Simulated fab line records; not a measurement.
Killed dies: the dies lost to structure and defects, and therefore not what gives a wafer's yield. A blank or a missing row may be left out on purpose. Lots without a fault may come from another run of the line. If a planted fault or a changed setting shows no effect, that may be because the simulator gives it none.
fab line records	flow n5-finfet
record: lots: 6	wafers: 18	last-day: 17
route steps=1938 shown SD_EPI_N@280 BEOL_M4@1111 PASSIVATION@1936
lots untouched by any fault: they come from a run of this same line in which no faults occurred
start-h: hours from the record's first day to the start of the lot's first wafer shown	wait-h: time in hours since the lot's previous step	" identical to the entry in the row above	L1.1+2: several wafers, shown together as one row	- no value, or no start was given	* or withheld: withheld	< > ~ a bound
route shown NAME@n: a module of which the file shows steps, and the number in the route of the first	usual: mean/standard deviation of fault-free wafers	same: alike in all rows	chamber/n: place in a boat	sites: per-site readings	_std_site: how widely they spread, as a standard deviation	_edge_site: the outer-site mean with the inner-site mean subtracted	radius-mm: how far each site lies from the wafer's centre	mask NAME#n: copy n	behind: the tool/chamber that last shaped the wafer	hold: the reason the lot was held/the length of the hold in hours/how it ended	device: the n, p or np transistor that did not switch	end of line: tests run on the same wafers once the route is complete	for a step that has no rows: nothing shown but its recipe	killed: dies lost to structure and defects at the first sort, not the wafer's yield	map: per-die view of a wafer (x killed, . not killed, _ where there is no die)
set.NAME: the setting the step ran with; set.NAME@STEP: the setting that earlier step ran with	model.NAME: the simulator's own value behind a step, which no gauge read
a table for each step, a row for each wafer; lots at some steps of the route
services: the hour from which a tool's chamber was out of use, counted from the record's first day as start-h (under 0 if before that day), plus the number of hours and why
== steps ==
step: N5_SD_EPI_N_STRIP_47
recipe: chemistry: CHF3/O2	resist: SiARC	rf-frequency-hz: 6e+07
step: N5_SD_EPI_N_SD_RECESS_17
recipe: chemistry: HBr/Cl2/O2	target-depth-a: 410	mask-material: SOC	time-s: 23.7	bt-time-s: 3	pressure-mtorr: 10	icp-w: 800	bias-w: 112	HBr_flow_sccm: 150	Cl2_flow_sccm: 80	O2_flow_sccm: 12
usual: drypump-motor-current-A: 5.9/0.4	mfc-cl2-sccm: 79.97/0.21	oes-product-au: 0.997/0.015	rf-fwd-power-W: 794.7/2.5	throttle-valve-pct: 36.9/0.44
lot.wafer	tool	chamber	start-h	wait-h	drypump-motor-current-A	mfc-cl2-sccm	oes-product-au	rf-fwd-power-W	rf-hours-counter-h	throttle-valve-pct
L505.2	rie-si-05	3	77.79	0.0	6.1	80.13	0.993	796.1	16	37.2
L505.3	"	1	"	"	6.1	80.40	1.002	798.6	19	36.6
L505.4	"	0	"	"	6.0	79.75	1.010	796.3	87	37.6
L510.1	rie-si-05	0	107.41	0.0	6.0	79.78	0.997	795.9	87	37.6
L510.4	"	1	"	"	6.1	80.07	1.001	792.7	19	36.6
L510.6	"	2	"	"	6.4	79.77	1.023	795.7	-	37.5
L515.1	rie-si-05	2	133.33	0.0	6.4	79.94	1.022	792.0	45	37.5
L515.2	"	0	"	"	6.1	80.39	1.005	795.7	88	37.6
L515.3	"	3	"	"	6.1	80.00	0.987	795.7	17	37.2
L517.1	rie-si-03	0	144.69	0.0	5.5	80.09	0.970	793.1	192	36.4
L517.2	"	3	"	"	5.2	79.78	1.001	797.2	82	37.3
L517.3	"	1	"	"	6.4	79.97	1.018	795.7	12	36.7
L522.1	rie-si-03	0	173.99	0.0	5.5	79.98	0.971	793.9	193	36.4
L522.3	"	1	"	"	6.4	79.82	1.027	793.7	12	36.7
L522.4	"	2	"	"	5.6	80.18	0.984	794.1	130	36.3
L524.1	rie-si-05	1	190.10	0.0	6.1	79.84	1.002	795.7	21	36.6
L524.2	"	0	"	"	6.0	79.86	0.997	796.3	89	37.6
L524.6	"	2	"	"	6.4	79.97	1.018	792.6	-	37.5
step: N5_SD_EPI_N_STRIP_38
recipe: chemistry: N2/H2	power-w: 1000	temp-c: 250	h2-frac: 0.65	overash-fraction: 0.3	pressure-mtorr: withheld	n2-flow-sccm: 1750	h2-flow-sccm: 3250
usual: drypump-motor-current-A: 5.7/0.45	heater-power-w: 333/9.7	oes-product-au: 0.762/0.012
lot.wafer	tool	chamber	start-h	wait-h	drypump-motor-current-A	heater-power-w	oes-product-au	rf-hours-counter-h
L505.2	plasma-asher-02	1	78.20	0.4	5.7	335	0.781	92
L505.3	"	0	"	"	6.4	336	0.763	-
L505.4	"	1	"	"	5.7	323	0.747	-
L510.1	plasma-asher-02	1	107.50	0.1	5.7	333	0.766	99
L510.4	"	0	"	"	6.4	341	0.765	-
L510.6	"	1	"	"	5.7	332	0.761	-
L515.1	plasma-asher-02	1	133.42	0.1	5.7	330	0.756	104
L515.2	"	0	"	"	6.4	331	0.755	104
L515.3	"	1	"	"	5.7	333	0.761	-
L517.1	plasma-asher-02	1	144.80	0.1	5.7	323	0.756	108
L517.2	"	0	"	"	6.4	338	0.749	108
L517.3	"	1	"	"	5.7	332	0.762	-
L522.1	plasma-asher-01	1	174.08	0.1	5.3	344	0.774	50
L522.3	"	1	"	"	5.2	338	0.782	-
L522.4	"	0	"	"	5.4	320	0.772	-
L524.1	plasma-asher-01	0	190.19	0.1	5.4	321	0.774	52
L524.2	"	1	"	"	5.3	352	0.765	52
L524.6	"	1	"	"	5.3	339	0.764	-
step: N5_SD_EPI_N_WET_ETCH_43
recipe: chemistry: dHF	dilution: withheld	time-s: 14	target: SiO2	target-depth-a: 15	temp-c: 25
step: N5_SD_EPI_N_STRIP_18
recipe: chemistry: SPM	time-s: 750	temp-c: 130	h2so4-h2o2-vol-ratio: 4
step: N5_SD_EPI_N_SRD_20
recipe: dry: ipa-marangoni	do-ppb: 5	time-s: 30	temp-c: 23	rinse-liquid: diw
step: N5_SD_EPI_N_PRECLEAN_48
recipe: chemistry: NF3:NH3	afs-cycles: 2	temp-c: 30	time-s: 20	sublimation-temp-c: 180	sublimation-time-s: 60	pressure-torr: 3	rf-power-w: 30
step: N5_SD_EPI_N_VAPOR_ETCH_50
recipe: chemistry: HCl	target: Si	temp-c: 775	time-s: 54	pressure-torr: 20	mode: isotropic
usual: throttle-valve-pct: 11.7/0.41
lot.wafer	tool	chamber	start-h	wait-h	throttle-valve-pct
L505.2	epi-rpcvd-04	0	78.96	0.3	12.0
L505.3	"	0	"	"	12.0
L505.4	"	0	"	"	12.0
L510.1	epi-rpcvd-03	0	108.21	0.3	11.2
L510.4	"	0	"	"	11.4
L510.6	"	0	"	"	11.5
L515.1	epi-rpcvd-03	0	134.18	0.3	11.3
L515.2	"	0	"	"	11.3
L515.3	"	0	"	"	11.3
L517.1	epi-rpcvd-04	0	145.79	0.5	11.9
L517.2	"	0	"	"	11.6
L517.3	"	0	"	"	11.7
L522.1	epi-rpcvd-04	0	175.07	0.5	11.9
L522.3	"	0	"	"	11.7
L522.4	"	0	"	"	12.0
L524.1	epi-rpcvd-04	0	191.19	0.5	11.8
L524.2	"	0	"	"	11.9
L524.6	"	0	"	"	11.6
step: N5_SD_EPI_N_EPI_21
recipe: material: Si:P	dopant: P	temp-c: 680	pressure-torr: 255	time-s: 690
step: N5_SD_EPI_N_EPI_MEAS_23
recipe: mode: xrd
usual: thk-nm: 58.9/1.2
lot.wafer	tool	chamber	start-h	wait-h	thk-nm
L505.2	film-metro-02	-	80.83	1.2	59.3
L505.3	"	-	"	"	57.7
L505.4	"	-	"	"	59.4
L510.1	film-metro-02	-	110.11	1.4	60.3
L510.4	"	-	"	"	58.6
L510.6	"	-	"	"	60.7
L515.1	film-metro-01	-	136.07	1.4	59.7
L515.2	"	-	"	"	57.9
L515.3	"	-	"	"	58.6
L517.1	film-metro-02	-	149.13	2.5	57.1
L517.2	"	-	"	"	59.5
L517.3	"	-	"	"	58.1
L522.1	film-metro-02	-	178.42	2.5	58.6
L522.3	"	-	"	"	58.6
L522.4	"	-	"	"	58.1
L524.1	film-metro-01	-	194.53	2.5	59.2
L524.2	"	-	"	"	61.0
L524.6	"	-	"	"	57.7
step: N5_SD_EPI_N_PRECLEAN_24
recipe: chemistry: O3/DIW	time-s: 60	temp-c: 22	o3-ppm: 10
step: N5_SD_EPI_N_SRD_25
recipe: time-s: 30	temp-c: 23	rinse-liquid: diw	dry: ipa-marangoni
step: N5_SD_EPI_N_PRECLEAN_49
recipe: chemistry: NF3:NH3	afs-cycles: 1	temp-c: 30	time-s: 20	sublimation-temp-c: 180	sublimation-time-s: 60	pressure-torr: 3	rf-power-w: 30
usual: time-s: 20/0
lot.wafer	tool	chamber	start-h	wait-h	time-s
L505.2	remote-plasma-02	1	80.96	0.1	20
L505.3	"	1	"	"	20
L505.4	"	1	"	"	20
L510.1	remote-plasma-01	0	110.21	0.0	20
L510.4	"	0	"	"	20
L510.6	"	0	"	"	20
L515.1	remote-plasma-01	0	136.18	0.0	17.485
L515.2	"	0	"	"	20
L515.3	"	0	"	"	17.485
L517.1	remote-plasma-01	1	149.24	0.0	17.485
L517.2	"	1	"	"	20
L517.3	"	1	"	"	17.485
L522.1	remote-plasma-02	1	178.52	0.0	20
L522.3	"	1	"	"	20
L522.4	"	1	"	"	20
L524.1	remote-plasma-02	0	194.77	0.0	20
L524.2	"	0	"	"	20
L524.6	"	0	"	"	20
step: N5_SD_EPI_N_LINER_46
recipe: material: SiNx	target-thk-a: 30	temp-c: 400	ald-precursor-family: SiH2I2	ald-co-reactant: N2/H2-plasma	pressure-torr: 2
usual: heater-power-outer-w: 525/61	heater-power-w: 875/73
lot.wafer	tool	chamber	start-h	wait-h	heater-power-outer-w	heater-power-w
L505.2	ald-sin-01	2	81.13	0.1	500	870
L505.3	"	3	"	"	488	858
L505.4	"	1	"	"	562	1034
L510.1	ald-sin-03	1	111.29	1.1	483	809
L510.4	"	0	"	"	422	795
L510.6	"	2	"	"	634	988
L515.1	ald-sin-03	3	137.19	1.0	563	938
L515.2	"	2	"	"	632	992
L515.3	"	1	"	"	470	795
L517.1	ald-sin-02	0	149.45	0.2	487	778
L517.2	"	1	"	"	559	881
L517.3	"	3	"	"	527	862
L522.1	ald-sin-01	0	178.72	0.2	520	887
L522.3	"	2	"	"	502	848
L522.4	"	1	"	"	548	1018
L524.1	ald-sin-03	2	195.06	0.3	635	1002
L524.2	"	1	"	"	480	804
L524.6	"	1	"	"	473	813
step: N5_BEOL_M4_RC_MEAS_101
usual: DIBL_N: 37.3/2.3	DIBL_P: 37.4/2.9	IOFF_N: 0.18/0.045	IOFF_P: 0.25/0.054	ION_N: 679/15	ION_P: 468/9.7	SS_N: 71.8/0.62	SS_P: 73.6/0.76	VT_N: 248/4.1	VT_P: -248/3.6
lot.wafer	tool	chamber	start-h	wait-h	DIBL_N[mV/V]	DIBL_P[mV/V]	IOFF_N[nA/um]	IOFF_P[nA/um]	ION_N[uA/um]	ION_P[uA/um]	SS_N[mV/dec]	SS_P[mV/dec]	VT_N[mV]	VT_P[mV]
L505.2	prober-01	0	190.15	0.6	37.4	36.9	0.18	0.26	673	460	71.5	74.1	250	-245
L505.3	"	0	"	"	37.9	38.1	0.18	0.26	693	475	72.0	73.6	251	-247
L505.4	"	0	"	"	37.2	37.3	0.18	0.26	678	466	71.5	73.5	251	-244
L510.1	prober-02	0	217.87	0.0	36.9	37.5	0.17	0.22	681	476	71.2	73.7	252	-250
L510.4	"	0	"	"	39.8	41.5	0.23	0.31	696	481	72.6	74.1	246	-245
L510.6	"	0	"	"	37.7	37.9	0.17	0.23	679	464	71.3	73.6	251	-250
L515.1	prober-01	0	241.89	0.0	39.3	41.0	0.21	0.29	693	479	72.9	74.2	247	-246
L515.2	"	0	"	"	39.4	41.4	0.20	0.29	695	476	72.3	74.6	247	-247
L515.3	"	0	"	"	36.3	36.9	0.14	0.21	662	460	72.1	73.8	253	-251
L517.1	prober-02	0	268.65	0.0	31.8	32.1	0.12	0.17	649	452	71.1	72.6	253	-250
L517.2	"	0	"	"	33.8	35.0	0.13	0.21	653	451	71.4	72.4	254	-249
L517.3	"	0	"	"	31.2	31.6	0.11	0.17	663	460	70.8	72.3	251	-252
L522.1	prober-02	0	295.73	0.0	36.8	36.7	0.16	0.20	677	458	71.4	73.5	249	-253
L522.3	"	0	"	"	34.5	34.0	0.11	0.16	647	445	71.7	73.0	257	-256
L522.4	"	0	"	"	37.9	37.0	0.18	0.20	688	465	72.3	72.4	247	-251
L524.1	prober-02	0	301.45	0.0	37.2	36.9	0.20	0.31	704	488	71.1	73.8	247	-243
L524.2	"	0	"	"	34.1	32.9	0.12	0.21	657	469	71.4	73.2	256	-249
L524.6	"	0	"	"	37.6	36.2	0.18	0.26	673	471	72.6	73.4	249	-246
step: N5_PASSIVATION_PROBE_49
usual: defect-limited-yield: 91.3/1.5	killed_at_M0_to_M3: 35/8.7	killed_at_M4_up: 14/5.5	killed-at-contacts: 11/5.6	killed-at-front-end: 39/13	killed-at-other: 3.7/2.2	killed-dies: 103/18	killed-open: 69/14	killed-short: 33/7.8	sort_bin_5_function: 5.1/0.99	sort_bin_6_memory: 3.3/0.67	sort_bin_8_speed: 0.02/0.17	sort-n-pass: 1077/18	sort-yield-pct: 91.2/1.5
same: gross-dies: 1180	killed-at-back-side: 0	sort_bin_4_leakage[%]: 0
lot.wafer	tool	chamber	start-h	wait-h	defect-limited-yield[%]	killed_at_M0_to_M3	killed_at_M4_up	killed-at-contacts	killed-at-front-end	killed-at-other	killed-dies	killed-open	killed-short	sort_bin_5_function[%]	sort_bin_6_memory[%]	sort_bin_8_speed[%]	sort-n-pass	sort-yield-pct[%]
L505.2	prober-02	-	293.46	0.1	91.9	47	13	5	28	2	95	60	35	5.1	2.8	0	1085	91.9
L505.3	prober-02	-	293.51	0.1	93.1	29	20	5	27	0	81	57	24	3.6	3.2	0	1099	93.1
L505.4	prober-02	-	293.56	0.2	95.0	22	11	6	15	5	59	38	21	2.0	2.9	0	1121	95.0
L510.1	prober-01	-	325.63	0.0	93.6	20	7	3	41	5	76	44	32	4.0	2.3	0	1104	93.6
L510.4	prober-01	-	325.78	0.2	91.9	27	16	6	45	2	96	55	41	4.9	3.1	0	1084	91.9
L510.6	prober-01	-	325.88	0.3	93.3	15	9	6	45	4	79	47	30	4.1	2.5	0	1101	93.3
L515.1	prober-02	-	350.78	0.0	90.2	46	7	7	52	4	116	80	36	5.4	4.0	0	1064	90.2
L515.2	prober-02	-	350.83	0.1	89.6	50	17	12	43	1	123	86	35	6.4	3.7	0	1057	89.6
L515.3	prober-02	-	350.88	0.1	88.7	47	10	7	68	1	133	91	40	6.4	4.3	0	1047	88.7
L517.1	prober-01	-	377.61	0.0	93.5	30	6	9	30	2	77	52	24	3.5	2.6	0.08	1102	93.4
L517.2	prober-01	-	377.66	0.1	89.9	42	22	14	37	4	119	75	44	5.6	4.2	0	1061	89.9
L517.3	prober-01	-	377.71	0.1	92.2	32	12	10	37	1	92	64	28	4.2	3.3	0	1088	92.2
L524.1	prober-01	-	404.94	0.0	89.7	42	17	18	43	1	121	71	48	6.6	3.4	0	1059	89.7
L524.2	prober-01	-	404.99	0.1	89.5	44	13	22	45	0	124	83	41	6.8	3.5	0	1056	89.5
L524.6	prober-01	-	405.19	0.3	89.0	46	24	10	49	1	130	79	50	6.4	4.0	0	1050	89.0
L522.1	prober-01	-	413.40	0.0	90.3	27	14	16	57	1	115	80	34	5.3	4.2	0	1065	90.3
L522.3	prober-01	-	413.50	0.1	91.9	29	20	5	42	0	96	69	24	4.5	3.2	0.17	1082	91.7
L522.4	prober-01	-	413.55	0.2	91.9	32	11	11	42	0	96	71	22	4.5	3.5	0	1084	91.9
killed by level:class
L505.2 BEOL_M0_SAQP:geometric-particle:open=19 BEOL_M0_SAQP:geometric-particle:short=17 BEOL_M4:geometric-particle:open=6 FIN_SAQP:geometric-particle:open=5 BEOL_M1:geometric-particle:open=5 STARTING-WAFER:geometric-particle:open=5 FIN_SAQP:geometric-particle:short=4 BEOL_M6:geometric-particle:open=3
L505.3 BEOL_M0_SAQP:geometric-particle:short=9 BEOL_M2:geometric-particle:open=8 BEOL_M4:geometric-particle:open=8 BEOL_M3:geometric-particle:open=7 STI_FIN_REVEAL:geometric-particle:open=6 MOL_CONTACT_COAG:geometric-particle:open=5 GATE_CUT:geometric-particle:open=5 BEOL_M5:geometric-particle:open=5
L505.4 BEOL_M0_SAQP:geometric-particle:short=9 MOL_CONTACT_COAG:geometric-particle:open=6 BEOL_M0_SAQP:geometric-particle:open=6 BEOL_M4:geometric-particle:open=5 PASS1_CAP:geometric-particle:open=5 FIN_SAQP:geometric-particle:open=3 GATE_CUT:geometric-particle:short=3 BEOL_M2:geometric-particle:open=2
L510.1 STI_FIN_REVEAL:geometric-particle:open=10 FIN_SAQP:geometric-particle:short=8 GATE_CUT:geometric-particle:short=5 BEOL_M0_SAQP:geometric-particle:short=5 BEOL_M1:geometric-particle:open=5 BEOL_M4:geometric-particle:open=5 DUMMY_GATE:geometric-particle:open=4 FIN_SAQP:geometric-particle:open=3
L510.4 BEOL_M4:geometric-particle:open=9 STARTING-WAFER:geometric-particle:short=8 FIN_SAQP:geometric-particle:short=7 STI_FIN_REVEAL:geometric-particle:open=7 BEOL_M3:geometric-particle:open=6 FIN_SAQP:geometric-particle:open=5 MOL_CONTACT_COAG:geometric-particle:open=5 BEOL_M1:geometric-particle:open=5
L510.6 FIN_SAQP:geometric-particle:open=13 STI_FIN_REVEAL:geometric-particle:open=7 GATE_CUT:geometric-particle:short=7 MOL_CONTACT_COAG:geometric-particle:open=6 BEOL_M0_SAQP:geometric-particle:short=6 FIN_SAQP:geometric-particle:short=5 GATE_CUT:geometric-particle:open=4 BEOL_M3:geometric-particle:open=3
L515.1 BEOL_M2:geometric-particle:open=18 BEOL_M3:geometric-particle:open=13 STI_FIN_REVEAL:geometric-particle:open=9 FIN_SAQP:geometric-particle:short=7 FIN_SAQP:geometric-particle:open=6 GATE_CUT:geometric-particle:short=6 BEOL_M0_SAQP:geometric-particle:open=5 DUMMY_GATE:geometric-particle:open=4
L515.2 BEOL_M0_SAQP:geometric-particle:open=14 BEOL_M3:geometric-particle:open=11 MOL_CONTACT_COAG:geometric-particle:open=10 FIN_SAQP:geometric-particle:open=7 FIN_SAQP:geometric-particle:short=7 STI_FIN_REVEAL:geometric-particle:open=6 BEOL_M0_SAQP:geometric-particle:short=6 BEOL_M2:geometric-particle:open=6
L515.3 BEOL_M2:geometric-particle:open=13 BEOL_M0_SAQP:geometric-particle:open=13 FIN_SAQP:geometric-particle:open=12 BEOL_M0_SAQP:geometric-particle:short=11 ILD0:geometric-particle:short=9 FIN_SAQP:geometric-particle:short=8 STI_FIN_REVEAL:geometric-particle:open=8 DUMMY_GATE:geometric-particle:open=8
L517.1 BEOL_M1:geometric-particle:open=10 BEOL_M0_SAQP:geometric-particle:open=7 GATE_CUT:geometric-particle:open=5 MOL_CONTACT_COAG:geometric-particle:open=5 BEOL_M0_SAQP:geometric-particle:short=5 STI_FIN_REVEAL:geometric-particle:open=4 GATE_CUT:geometric-particle:short=4 MOL_CONTACT_COAG:geometric-particle:short=4
L517.2 BEOL_M0_SAQP:geometric-particle:short=20 MOL_CONTACT_COAG:geometric-particle:open=10 BEOL_M0_SAQP:geometric-particle:open=9 BEOL_M1:geometric-particle:open=7 BEOL_M4:geometric-particle:open=7 SPACER0:geometric-particle:open=6 BEOL_M5:geometric-particle:open=5 BEOL_M7:geometric-particle:open=5
L517.3 BEOL_M0_SAQP:geometric-particle:open=12 MOL_CONTACT_COAG:geometric-particle:open=10 BEOL_M0_SAQP:geometric-particle:short=7 GATE_CUT:geometric-particle:open=6 DUMMY_GATE:geometric-particle:open=5 BEOL_M1:geometric-particle:open=5 STI_FIN_REVEAL:geometric-particle:open=3 SPACER0:geometric-particle:short=3
L524.1 MOL_CONTACT_COAG:geometric-particle:open=14 STI_FIN_REVEAL:geometric-particle:open=11 BEOL_M3:geometric-particle:short=10 FIN_SAQP:geometric-particle:open=9 BEOL_M0_SAQP:geometric-particle:short=7 GATE_CUT:geometric-particle:short=6 BEOL_M0_SAQP:geometric-particle:open=6 BEOL_M3:geometric-particle:open=6
L524.2 BEOL_M0_SAQP:geometric-particle:open=19 MOL_CONTACT_COAG:geometric-particle:open=18 FIN_SAQP:geometric-particle:short=11 FIN_SAQP:geometric-particle:open=10 BEOL_M0_SAQP:geometric-particle:short=10 BEOL_M4:geometric-particle:open=10 STI_FIN_REVEAL:geometric-particle:open=7 MOL_CONTACT_COAG:geometric-particle:short=4
L524.6 BEOL_M0_SAQP:geometric-particle:short=14 FIN_SAQP:geometric-particle:short=12 FIN_SAQP:geometric-particle:open=12 STI_FIN_REVEAL:geometric-particle:open=12 BEOL_M0_SAQP:geometric-particle:open=11 BEOL_M4:geometric-particle:open=10 BEOL_M3:geometric-particle:open=8 MOL_CONTACT_COAG:geometric-particle:open=6
L522.1 FIN_SAQP:geometric-particle:open=26 MOL_CONTACT_COAG:geometric-particle:open=13 FIN_SAQP:geometric-particle:short=9 STI_FIN_REVEAL:geometric-particle:open=7 BEOL_M0_SAQP:geometric-particle:short=7 BEOL_M3:geometric-particle:open=6 BEOL_M4:geometric-particle:open=5 ILD0:geometric-particle:open=4
L522.3 FIN_SAQP:geometric-particle:open=19 BEOL_M3:geometric-particle:open=9 FIN_SAQP:geometric-particle:short=7 BEOL_M0_SAQP:geometric-particle:open=7 BEOL_M4:geometric-particle:open=7 MOL_CONTACT_COAG:geometric-particle:open=5 BEOL_M0_SAQP:geometric-particle:short=5 BEOL_M5:geometric-particle:open=5
L522.4 FIN_SAQP:geometric-particle:open=18 BEOL_M3:geometric-particle:open=14 MOL_CONTACT_COAG:geometric-particle:open=9 STI_FIN_REVEAL:geometric-particle:open=6 FIN_SAQP:geometric-particle:short=5 BEOL_M1:geometric-particle:open=5 BEOL_M3:geometric-particle:short=5 BEOL_M5:geometric-particle:open=4
== services ==
tool	chamber	start-h	hours	kind
ald-sin-02	-	61.63	6.1	pm
plasma-asher-01	-	72.72	14.6	pm
rie-si-03	1	77.27	4.5	repair
ald-sin-03	-	85.78	14.0	pm
ald-sin-03	0	85.78	14.0	vent-cycle
ald-sin-03	1	85.78	14.0	vent-cycle
ald-sin-03	2	85.78	14.0	vent-cycle
ald-sin-03	3	85.78	14.0	vent-cycle
ald-sin-03	0	99.78	-	clean
ald-sin-03	1	99.78	-	clean
ald-sin-03	2	99.78	-	clean
ald-sin-03	3	99.78	-	clean
rie-si-03	3	118.07	9.2	repair
ald-sin-03	3	119.68	10.7	repair
rie-si-05	2	145.28	15.9	repair
rie-si-03	3	152.62	1.6	repair
plasma-asher-01	-	156.52	0.4	repair
rie-si-03	0	174.56	-	clean
rie-si-03	0	174.56	13.0	scheduled-down
rie-si-03	0	174.56	13.0	vent-cycle
rie-si-05	-	184.99	0.6	repair
== key ==
first-sign: step: N5_SD_EPI_N_PRECLEAN_49	reading: time-s	direction: down	sigmas: 99+	usual: *	struck: *
effect none on later readings
met-at N5_SD_EPI_N_PRECLEAN_49
struck-wafers L515.1,L515.3,L517.1,L517.3
onset-between 110.21 136.18
fault: kind: process-parameter-drift	tool: remote-plasma-01	chamber: -	onset-h: 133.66	steps: N5_SD_EPI_N_PRECLEAN_49	channel: time-s	offset: *	shape: step	end-h: 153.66	scope: struck-wafers-only	acts-in: *	stated: *
